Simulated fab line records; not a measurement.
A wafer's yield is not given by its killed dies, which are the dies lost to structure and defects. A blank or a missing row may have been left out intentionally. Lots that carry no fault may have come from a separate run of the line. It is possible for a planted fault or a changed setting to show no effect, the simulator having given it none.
fab line records + flow n5Finfet
record:
- lots: 7
- wafers: 21
route steps=1938 shown BEOL_M15@1801 MIM_TOP_LITHO@1843
startH: hours from the record's first day to the start of the lot's first wafer shown + waitH: hours elapsed since this lot's preceding step + " repeats the value in the row above + L1.1+2: a row that stands for several wafers + - no value, or no start given + * or withheld: withheld + < > ~ a bound
route shown NAME@n: a module of which the file shows steps, and the number in the route of the first + usual: average and standard deviation across the fault-free wafers + same: alike in all rows + chamber/n: place in a boat + sites: each site's reading + _std_site: the standard deviation of these + _edge_site: outer sites' mean less inner sites' + radiusMm: for every site, how far away it sits from the centre of the wafer + mask NAME#n: copy n + behind: tool/chamber where the wafer was last shaped + hold: reason for holding the lot/hours on hold/outcome of the hold + device: names the non-switching transistor (n, p or np) + end of line: the tests these same wafers got at the end of their route + step lacking rows: just its recipe + killed: at the first sort, the dies lost to defects and structure; wafer yield is something else + map: per-die view of a wafer (x killed, . not killed, _ where there is no die)
set.NAME: the setting as run; set.NAME@STEP: as run at that earlier step + model.NAME: the simulator's own value behind a step, which no gauge read
lots with deliberately changed settings; one table per step, one row per wafer
== steps ==
step: N5_BEOL_M15_PEB_26
recipe:
- pebTempC: 130
- pebTimeS: 90
| lot.wafer  | tool          | chamber | startH | waitH | set.pebTempC |
|------------|---------------|---------|--------|-------|--------------|
| L081.1+6   | lithoTrack-01 | 0       | 306.28 | 0.1   | 128.5        |
| L081.3     | "             | 0       | "      | "     | 130          |
| L084.4+5   | lithoTrack-01 | 0       | 322.31 | 0.0   | 132.7        |
| L084.6     | "             | 0       | "      | "     | 130          |
| L088.2+6   | lithoTrack-01 | 0       | 341.96 | 0.0   | 130          |
| L088.5     | "             | 0       | "      | "     | 132.8        |
| L087.1+4   | lithoTrack-05 | 0       | 346.21 | 0.1   | 126.6        |
| L087.5     | "             | 0       | "      | "     | 130          |
| L089.3+5+6 | lithoTrack-05 | 0       | 358.53 | 0.0   | 130          |
| L095.1+3+6 | lithoTrack-05 | 0       | 387.53 | 0.1   | 130          |
| L097.1+5+6 | lithoTrack-05 | 0       | 402.23 | 0.1   | 130          |
step: N5_BEOL_M15_DEVELOP_27
recipe:
- developTimeS: 45
- rinseLiquid: diw
- dry: airSpin
- devTempC: 21
step: N5_BEOL_M15_HARDBAKE_32
recipe:
- tempC: 130
- timeS: 120
step: N5_BEOL_M15_CD_MEAS_28
recipe:
- targetCdNm: 407.6
- landingEnergyEv: 500
- detector: seInlens
usual:
- cdNm: 408.6/1.8
| lot.wafer | tool     | chamber | startH | waitH | set.pebTempC@BEOL_M15_PEB_26 | cdNm  |
|-----------|----------|---------|--------|-------|------------------------------|-------|
| L081.1    | cdSem-02 | 0       | 306.40 | -     | 128.5                        | 402.9 |
| L081.3    | "        | 0       | "      | "     | 130                          | 408.7 |
| L081.6    | "        | 0       | "      | "     | 128.5                        | 402.0 |
| L084.4    | cdSem-03 | 0       | 322.43 | -     | 132.7                        | 417.9 |
| L084.5    | "        | 0       | "      | "     | 132.7                        | 420.2 |
| L084.6    | "        | 0       | "      | "     | 130                          | 407.0 |
| L088.2    | cdSem-03 | 0       | 342.07 | -     | 130                          | 406.6 |
| L088.5    | "        | 0       | "      | "     | 132.8                        | 415.6 |
| L088.6    | "        | 0       | "      | "     | 130                          | 408.1 |
| L087.1    | cdSem-01 | 0       | 346.32 | -     | 126.6                        | 392.1 |
| L087.4    | "        | 0       | "      | "     | 126.6                        | 390.6 |
| L087.5    | "        | 0       | "      | "     | 130                          | 407.9 |
| L089.3    | cdSem-01 | 0       | 358.64 | -     | 130                          | 405.1 |
| L089.5    | "        | 0       | "      | "     | 130                          | 409.6 |
| L089.6    | "        | 0       | "      | "     | 130                          | 409.6 |
| L095.1    | cdSem-01 | 0       | 387.65 | -     | 130                          | 403.9 |
| L095.3    | "        | 0       | "      | "     | 130                          | 408.4 |
| L095.6    | "        | 0       | "      | "     | 130                          | 406.7 |
| L097.1    | cdSem-01 | 0       | 402.35 | -     | 130                          | 409.1 |
| L097.5    | "        | 0       | "      | "     | 130                          | 410.7 |
| L097.6    | "        | 0       | "      | "     | 130                          | 410.3 |
step: N5_BEOL_M15_DESCUM_33
recipe:
- chemistry: O2
- timeS: 7.9
- sourcePowerW: 50
- biasPowerW: 20
- pressureMtorr: 20
- rfFrequencyHz: 2.712e+07
- tempC: 40
- o2FlowSccm: 225
| lot.wafer | tool       | chamber | startH | waitH | set.pebTempC@BEOL_M15_PEB_26 | model.BEOL_M15.cdNm |
|-----------|------------|---------|--------|-------|------------------------------|---------------------|
| L081.1    | rieDiel-06 | 2       | 306.65 | 0.2   | 128.5                        | 402.6               |
| L081.3    | "          | 0       | "      | "     | 130                          | 408.6               |
| L081.6    | "          | 2       | "      | "     | 128.5                        | 402.4               |
| L084.4    | rieDiel-06 | 2       | 322.52 | 0.0   | 132.7                        | 417.6               |
| L084.5    | "          | 0       | "      | "     | 132.7                        | 420.2               |
| L084.6    | "          | 1       | "      | "     | 130                          | 407                 |
| L088.2    | rieDiel-05 | 1       | 342.56 | 0.4   | 130                          | 406.4               |
| L088.5    | "          | 0       | "      | "     | 132.8                        | 415.6               |
| L088.6    | "          | 1       | "      | "     | 130                          | 408.2               |
| L087.1    | rieDiel-06 | 0       | 346.42 | 0.0   | 126.6                        | 391.8               |
| L087.4    | "          | 2       | "      | "     | 126.6                        | 391                 |
| L087.5    | "          | 1       | "      | "     | 130                          | 408                 |
| L089.3    | rieDiel-05 | 0       | 358.73 | 0.0   | 130                          | 405                 |
| L089.5+6  | "          | 0,3     | "      | "     | 130                          | 409.4               |
| L095.1    | rieDiel-01 | 0       | 387.74 | 0.0   | 130                          | 403.8               |
| L095.3    | "          | 2       | "      | "     | 130                          | 408.2               |
| L095.6    | "          | 2       | "      | "     | 130                          | 406.4               |
| L097.1    | rieDiel-05 | 2       | 402.91 | 0.5   | 130                          | 409                 |
| L097.5    | "          | 1       | "      | "     | 130                          | 410.8               |
| L097.6    | "          | 2       | "      | "     | 130                          | 410.4               |
step: N5_BEOL_M15_ETCH_61
recipe:
- chemistry: N2/H2
- target: BARC
- targetDepthA: 890
- overetchA: 267
- timeS: 67.9
- ionEnergyEv: 200
- pressureMtorr: 30
- sourceW: 840
- biasW: 150
- n2FlowSccm: 200
- h2FlowSccm: 200
| lot.wafer | tool       | chamber | startH | waitH | set.pebTempC@BEOL_M15_PEB_26 | model.BEOL_M15.cdNm |
|-----------|------------|---------|--------|-------|------------------------------|---------------------|
| L081.1    | rieDiel-06 | 2       | 306.69 | 0.0   | 128.5                        | 394.8               |
| L081.3    | "          | 0       | "      | "     | 130                          | 400.2               |
| L081.6    | "          | 2       | "      | "     | 128.5                        | 393.8               |
| L084.4    | rieDiel-06 | 2       | 322.56 | 0.0   | 132.7                        | 410                 |
| L084.5    | "          | 0       | "      | "     | 132.7                        | 411.4               |
| L084.6    | "          | 1       | "      | "     | 130                          | 399.2               |
| L088.2    | rieDiel-05 | 1       | 342.59 | 0.0   | 130                          | 398.2               |
| L088.5    | "          | 0       | "      | "     | 132.8                        | 408.2               |
| L088.6    | "          | 1       | "      | "     | 130                          | 400.8               |
| L087.1    | rieDiel-06 | 0       | 346.46 | 0.0   | 126.6                        | 383.2               |
| L087.4    | "          | 2       | "      | "     | 126.6                        | 383.4               |
| L087.5    | "          | 1       | "      | "     | 130                          | 401.8               |
| L089.3    | rieDiel-05 | 0       | 358.76 | 0.0   | 130                          | 396.6               |
| L089.5    | "          | 0       | "      | "     | 130                          | 401.8               |
| L089.6    | "          | 3       | "      | "     | 130                          | 401.6               |
| L095.1    | rieDiel-01 | 0       | 387.77 | 0.0   | 130                          | 397                 |
| L095.3    | "          | 2       | "      | "     | 130                          | 400.8               |
| L095.6    | "          | 2       | "      | "     | 130                          | 398.6               |
| L097.1    | rieDiel-05 | 2       | 402.95 | 0.0   | 130                          | 402                 |
| L097.5    | "          | 1       | "      | "     | 130                          | 402.8               |
| L097.6    | "          | 2       | "      | "     | 130                          | 402.6               |
step: N5_BEOL_M15_TRENCH_ETCH_34
recipe:
- chemistry: C4F8/O2/Ar
- target: SiO2
- targetDepthA: 8729.3
- heInnerTorr: 15
- heOuterTorr: 30
- timeS: 199
- ionEnergyEv: 800
- pressureMtorr: 20
- sourceW: 1905
- biasW: 2040
- Ar_flow_sccm: 400
- C4F8_flow_sccm: 16
- O2_flow_sccm: 12
usual:
- rfVppV: 2226/31
| lot.wafer | tool       | chamber | startH | waitH | set.biasW | rfVppV |
|-----------|------------|---------|--------|-------|-----------|--------|
| L081.1    | rieDiel-06 | 2       | 306.74 | 0.0   | 2040      | 2220   |
| L081.3    | "          | 0       | "      | "     | 2040      | 2232   |
| L081.6    | "          | 2       | "      | "     | 2040      | 2221   |
| L084.4    | rieDiel-06 | 2       | 322.61 | 0.0   | 2040      | 2220   |
| L084.5    | "          | 0       | "      | "     | 1727      | 1982   |
| L084.6    | "          | 1       | "      | "     | 2040      | 2228   |
| L088.2    | rieDiel-05 | 1       | 342.64 | 0.0   | 2040      | 2231   |
| L088.5    | "          | 0       | "      | "     | 1811      | 2078   |
| L088.6    | "          | 1       | "      | "     | 1811      | 2051   |
| L087.1    | rieDiel-06 | 0       | 346.51 | 0.0   | 2040      | 2232   |
| L087.4    | "          | 2       | "      | "     | 2321      | 2425   |
| L087.5    | "          | 1       | "      | "     | 2321      | 2434   |
| L089.3    | rieDiel-05 | 0       | 358.82 | 0.0   | 2040      | 2259   |
| L089.5    | "          | 0       | "      | "     | 2040      | 2259   |
| L089.6    | "          | 3       | "      | "     | 2040      | 2220   |
| L095.1    | rieDiel-01 | 0       | 387.82 | 0.0   | 1876      | 2081   |
| L095.3    | "          | 2       | "      | "     | 2040      | 2169   |
| L095.6    | "          | 2       | "      | "     | 1876      | 2045   |
| L097.1    | rieDiel-05 | 2       | 403.00 | 0.0   | 2247      | 2425   |
| L097.5    | "          | 1       | "      | "     | 2040      | 2232   |
| L097.6    | "          | 2       | "      | "     | 2247      | 2425   |
step: N5_BEOL_M15_STRIP_36
recipe:
- chemistry: O2
- powerW: 600
- tempC: 60
- pressureMtorr: 30
- rfFrequencyHz: 6e+07
- biasPowerW: 0
- overashFraction: 0.3
- o2FlowSccm: 225
step: N5_BEOL_M15_STRIP_62
recipe:
- chemistry: O2
- powerW: 600
- tempC: 60
- pressureMtorr: 30
- rfFrequencyHz: 6e+07
- biasPowerW: 0
- overashFraction: 0.3
- o2FlowSccm: 225
step: N5_BEOL_M15_STRIP_37
recipe:
- chemistry: O2
- powerW: 600
- tempC: 60
- pressureMtorr: 30
- rfFrequencyHz: 6e+07
- biasPowerW: 0
- overashFraction: 0.3
- o2FlowSccm: 225
step: N5_BEOL_M15_ETCH_38
recipe:
- chemistry: CF4/N2
- target: SiCN
- targetDepthA: 1064
- taperDeg: 2
- timeS: 120.5
- ionEnergyEv: 150
- maskMaterial: SiO2
- pressureMtorr: 40
- sourceW: 430
- biasW: 70
- Ar_flow_sccm: 100
- cf4FlowSccm: 60
- n2FlowSccm: 60
| lot.wafer | tool       | chamber | startH | waitH | set.pebTempC@BEOL_M15_PEB_26 | model.BEOL_M15.cdNm |
|-----------|------------|---------|--------|-------|------------------------------|---------------------|
| L081.1    | rieDiel-01 | 3       | -      | -     | 128.5                        | 394                 |
| L081.3    | "          | 0       | "      | "     | 130                          | 400.2               |
| L081.6    | "          | 1       | "      | "     | 128.5                        | 393.2               |
| L084.4    | rieDiel-05 | 0       | -      | -     | 132.7                        | 409.6               |
| L084.5    | "          | 1       | "      | "     | 132.7                        | 411.2               |
| L084.6    | "          | 2       | "      | "     | 130                          | 398.8               |
| L088.2    | rieDiel-05 | 2       | -      | -     | 130                          | 398.2               |
| L088.5    | "          | 3       | "      | "     | 132.8                        | 408.2               |
| L088.6    | "          | 0       | "      | "     | 130                          | 400.2               |
| L087.1    | rieDiel-06 | 0       | -      | -     | 126.6                        | 383.4               |
| L087.4    | "          | 2       | "      | "     | 126.6                        | 383.6               |
| L087.5    | "          | 1       | "      | "     | 130                          | 401.8               |
| L089.3    | rieDiel-01 | 2       | -      | -     | 130                          | 396.4               |
| L089.5    | "          | 0       | "      | "     | 130                          | 401.8               |
| L089.6    | "          | 2       | "      | "     | 130                          | 401                 |
| L095.1    | rieDiel-05 | 1       | -      | -     | 130                          | 397.2               |
| L095.3    | "          | 0       | "      | "     | 130                          | 400.6               |
| L095.6    | "          | 2       | "      | "     | 130                          | 397.8               |
| L097.1    | rieDiel-06 | 2       | -      | -     | 130                          | 402.6               |
| L097.5    | "          | 2       | "      | "     | 130                          | 402.8               |
| L097.6    | "          | 3       | "      | "     | 130                          | 402.4               |
step: N5_MIM_TOP_LITHO_EXPOSE_05
recipe:
- maskId: MIM_TOP
- na: 0.55
- sourceShape: conventional
- sigmaOuter: 0.8
- polarization: unpolarized
- targetCdNm: 2000
- doseMj: 20.5
| lot.wafer  | tool          | chamber | startH | waitH | mask      | set.doseMj |
|------------|---------------|---------|--------|-------|-----------|------------|
| L081.1+3   | krfScanner-01 | 0       | 313.54 | -     | MIM_TOP#0 | 21.7       |
| L081.6     | "             | 0       | "      | "     | MIM_TOP#0 | 20.5       |
| L084.4     | krfScanner-02 | 0       | 329.32 | -     | MIM_TOP#0 | 19.79      |
| L084.5+6   | "             | 0       | "      | "     | MIM_TOP#0 | 20.5       |
| L088.2+6   | krfScanner-01 | 0       | 350.47 | -     | MIM_TOP#0 | 20.5       |
| L088.5     | "             | 0       | "      | "     | MIM_TOP#0 | 21.66      |
| L087.1+5   | krfScanner-02 | 0       | 355.60 | -     | MIM_TOP#0 | 21.32      |
| L087.4     | "             | 0       | "      | "     | MIM_TOP#0 | 20.5       |
| L089.3+5+6 | krfScanner-02 | 0       | 364.65 | -     | MIM_TOP#0 | 20.5       |
| L095.1     | krfScanner-02 | 0       | 392.99 | -     | MIM_TOP#0 | 20.5       |
| L095.3+6   | "             | 0       | "      | "     | MIM_TOP#0 | 19.16      |
| L097.1     | krfScanner-01 | 0       | 415.06 | -     | MIM_TOP#0 | 21.08      |
| L097.5+6   | "             | 0       | "      | "     | MIM_TOP#0 | 20.5       |
step: N5_MIM_TOP_LITHO_PEB_06
recipe:
- pebTempC: withheld
- pebTimeS: *
step: N5_MIM_TOP_LITHO_DEVELOP_07
recipe:
- developTimeS: 60
- rinseLiquid: diw
- dry: airSpin
- devTempC: 21
step: N5_MIM_TOP_LITHO_HARDBAKE_09
recipe:
- tempC: 130
- timeS: 120
step: N5_MIM_TOP_LITHO_CD_MEAS_08
recipe:
- targetCdNm: 2000
- landingEnergyEv: 500
- detector: seInlens
usual:
- cdNm: 2000.9/1.8
| lot.wafer | tool     | chamber | startH | waitH | set.doseMj@MIM_TOP_LITHO_EXPOSE_05 | cdNm   |
|-----------|----------|---------|--------|-------|------------------------------------|--------|
| L081.1    | cdSem-02 | 0       | 313.71 | -     | 21.7                               | 1992.1 |
| L081.3    | "        | 0       | "      | "     | 21.7                               | 1988.9 |
| L081.6    | "        | 0       | "      | "     | 20.5                               | 1999.0 |
| L084.4    | cdSem-02 | 0       | 329.49 | -     | 19.79                              | 2008.5 |
| L084.5    | "        | 0       | "      | "     | 20.5                               | 2001.0 |
| L084.6    | "        | 0       | "      | "     | 20.5                               | 2000.7 |
| L088.2    | cdSem-03 | 0       | 350.64 | -     | 20.5                               | 2002.1 |
| L088.5    | "        | 0       | "      | "     | 21.66                              | 1993.1 |
| L088.6    | "        | 0       | "      | "     | 20.5                               | 2002.4 |
| L087.1    | cdSem-03 | 0       | 355.78 | -     | 21.32                              | 1994.9 |
| L087.4    | "        | 0       | "      | "     | 20.5                               | 2000.1 |
| L087.5    | "        | 0       | "      | "     | 21.32                              | 1994.5 |
| L089.3    | cdSem-01 | 0       | 364.82 | -     | 20.5                               | 1998.6 |
| L089.5    | "        | 0       | "      | "     | 20.5                               | 2000.1 |
| L089.6    | "        | 0       | "      | "     | 20.5                               | 2001.8 |
| L095.1    | cdSem-03 | 0       | 393.17 | -     | 20.5                               | 2001.4 |
| L095.3    | "        | 0       | "      | "     | 19.16                              | 2012.2 |
| L095.6    | "        | 0       | "      | "     | 19.16                              | 2015.6 |
| L097.1    | cdSem-02 | 0       | 415.24 | -     | 21.08                              | 1998.9 |
| L097.5    | "        | 0       | "      | "     | 20.5                               | 2003.3 |
| L097.6    | "        | 0       | "      | "     | 20.5                               | 2001.9 |
== key ==
split:
- step: N5_BEOL_M15_PEB_26
- setting: pebTempC
- stated: 130
- by: wafer
response:
- step: N5_BEOL_M15_CD_MEAS_28
- reading: cdNm
- change: +5.45
- per: 1%
- r: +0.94
response:
- step: N5_BEOL_M15_DESCUM_33
- reading: model.BEOL_M15.cdNm
- change: +5.43
- per: 1%
- r: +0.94
response:
- step: N5_BEOL_M15_ETCH_61
- reading: model.BEOL_M15.cdNm
- change: +5.71
- per: 1%
- r: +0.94
response:
- step: N5_BEOL_M15_ETCH_38
- reading: model.BEOL_M15.cdNm
- change: +5.78
- per: 1%
- r: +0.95
split:
- step: N5_BEOL_M15_TRENCH_ETCH_34
- setting: biasW
- stated: 2040
- by: wafer
response:
- step: N5_BEOL_M15_TRENCH_ETCH_34
- reading: rfVppV
- change: +15.5
- per: 1%
- r: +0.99
split:
- step: N5_MIM_TOP_LITHO_EXPOSE_05
- setting: doseMj
- stated: 20.5
- by: wafer
response:
- step: N5_MIM_TOP_LITHO_CD_MEAS_08
- reading: cdNm
- change: -1.67
- per: 1%
- r: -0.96
